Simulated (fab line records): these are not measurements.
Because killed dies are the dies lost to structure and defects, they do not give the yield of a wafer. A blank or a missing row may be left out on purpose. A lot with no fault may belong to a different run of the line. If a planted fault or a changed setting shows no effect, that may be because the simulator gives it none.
Matching of chambers || flow nand-harc || NHARC_P_STI_CMP_21 on cmp-04 has 4 sister chambers
The step polishes, t overpolish 20 s, target thk 380.67 nm. 16 wafers are shown with their chamber, then 7 later ones without.

== WAFERS, EACH WITH ITS CHAMBER ==
{"wafer": "L734.2", "chamber": 0, "motor-current-A (A)": 11.4, "overpolish-run-s (s)": 20.001}
{"wafer": "L734.3", "chamber": 3, "motor-current-A (A)": 10.7, "overpolish-run-s (s)": 19.994}
{"wafer": "L734.6", "chamber": 2, "motor-current-A (A)": 12.7, "overpolish-run-s (s)": 20.019}
{"wafer": "L738.3", "chamber": 1, "motor-current-A (A)": 12.5, "overpolish-run-s (s)": 20.008}
{"wafer": "L738.5", "chamber": 0, "motor-current-A (A)": 12.0, "overpolish-run-s (s)": 20.001}
{"wafer": "L745.1", "chamber": 2, "motor-current-A (A)": 11.9, "overpolish-run-s (s)": 20.007}
{"wafer": "L745.3", "chamber": 3, "motor-current-A (A)": 11.0, "overpolish-run-s (s)": 19.994}
{"wafer": "L745.4", "chamber": 0, "motor-current-A (A)": 12.4, "overpolish-run-s (s)": 19.999}
{"wafer": "L746.2", "chamber": 0, "motor-current-A (A)": 11.8, "overpolish-run-s (s)": 19.991}
{"wafer": "L746.4", "chamber": 2, "motor-current-A (A)": 13.4, "overpolish-run-s (s)": 19.994}
{"wafer": "L746.5", "chamber": 1, "motor-current-A (A)": 12.2, "overpolish-run-s (s)": 19.996}
{"wafer": "L751.1", "chamber": 1, "motor-current-A (A)": 12.4, "overpolish-run-s (s)": 20.011}
{"wafer": "L751.3", "chamber": 3, "motor-current-A (A)": 10.1, "overpolish-run-s (s)": 20.002}
{"wafer": "L751.5", "chamber": 1, "motor-current-A (A)": 12.3, "overpolish-run-s (s)": 20.009}
{"wafer": "L752.2", "chamber": 2, "motor-current-A (A)": 12.3, "overpolish-run-s (s)": 20.000}
{"wafer": "L752.4", "chamber": 3, "motor-current-A (A)": 10.5, "overpolish-run-s (s)": 19.995}

SIGNATURES, as means of the wafers listed above
{"reading": "motor-current-A", "chamber 0": 11.900, "chamber 1": 12.350, "chamber 2": 12.575, "chamber 3": 10.575, "scatter within a chamber": 0.431}
{"reading": "overpolish-run-s", "chamber 0": 19.99800, "chamber 1": 20.00600, "chamber 2": 20.00500, "chamber 3": 19.99625, "scatter within a chamber": 0.00705}
Rule: a wafer's distance from a chamber is the root of the sum, over the readings, of the square of ((its reading less the chamber's mean) divided by the reading's scatter). If the next closest chamber is less than 2 further off than the closest, the wafer can't be placed; otherwise it belongs to the closest. How the scatter is found: for the shown wafers, subtract from each reading the mean of its chamber, square and add these, divide the total by (wafers less chambers), then take the root.

== WAFERS MISSING THEIR CHAMBER ==
{"wafer": "L752.6", "motor-current-A (A)": 11.6, "overpolish-run-s (s)": 20.008}
{"wafer": "L753.2", "motor-current-A (A)": 12.8, "overpolish-run-s (s)": 19.998}
{"wafer": "L753.4", "motor-current-A (A)": 12.5, "overpolish-run-s (s)": 20.000}
{"wafer": "L753.5", "motor-current-A (A)": 12.2, "overpolish-run-s (s)": 19.992}
{"wafer": "L754.4", "motor-current-A (A)": 11.9, "overpolish-run-s (s)": 20.000}
{"wafer": "L754.5", "motor-current-A (A)": 12.6, "overpolish-run-s (s)": 19.997}
{"wafer": "L754.6", "motor-current-A (A)": 12.7, "overpolish-run-s (s)": 20.003}

== CHAMBER TAKEN BY EACH ==
{"wafer": "L752.6", "from the rows above": "can't be placed: 0 or 1 or 2 or 3", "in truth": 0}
{"wafer": "L753.2", "from the rows above": "can't be placed: 2 or 1 or 0", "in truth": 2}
{"wafer": "L753.4", "from the rows above": "can't be placed: 2 or 1 or 0", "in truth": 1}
{"wafer": "L753.5", "from the rows above": "can't be placed: 0 or 1 or 2", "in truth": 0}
{"wafer": "L754.4", "from the rows above": "can't be placed: 0 or 1 or 2", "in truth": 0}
{"wafer": "L754.5", "from the rows above": "can't be placed: 2 or 1 or 0", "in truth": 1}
{"wafer": "L754.6", "from the rows above": "can't be placed: 2 or 1 or 0", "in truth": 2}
Correct placement for 0 of the 7. From these rows, 7 cannot be placed; in 7 the true chamber is one of the candidates. 0 placed wrongly.
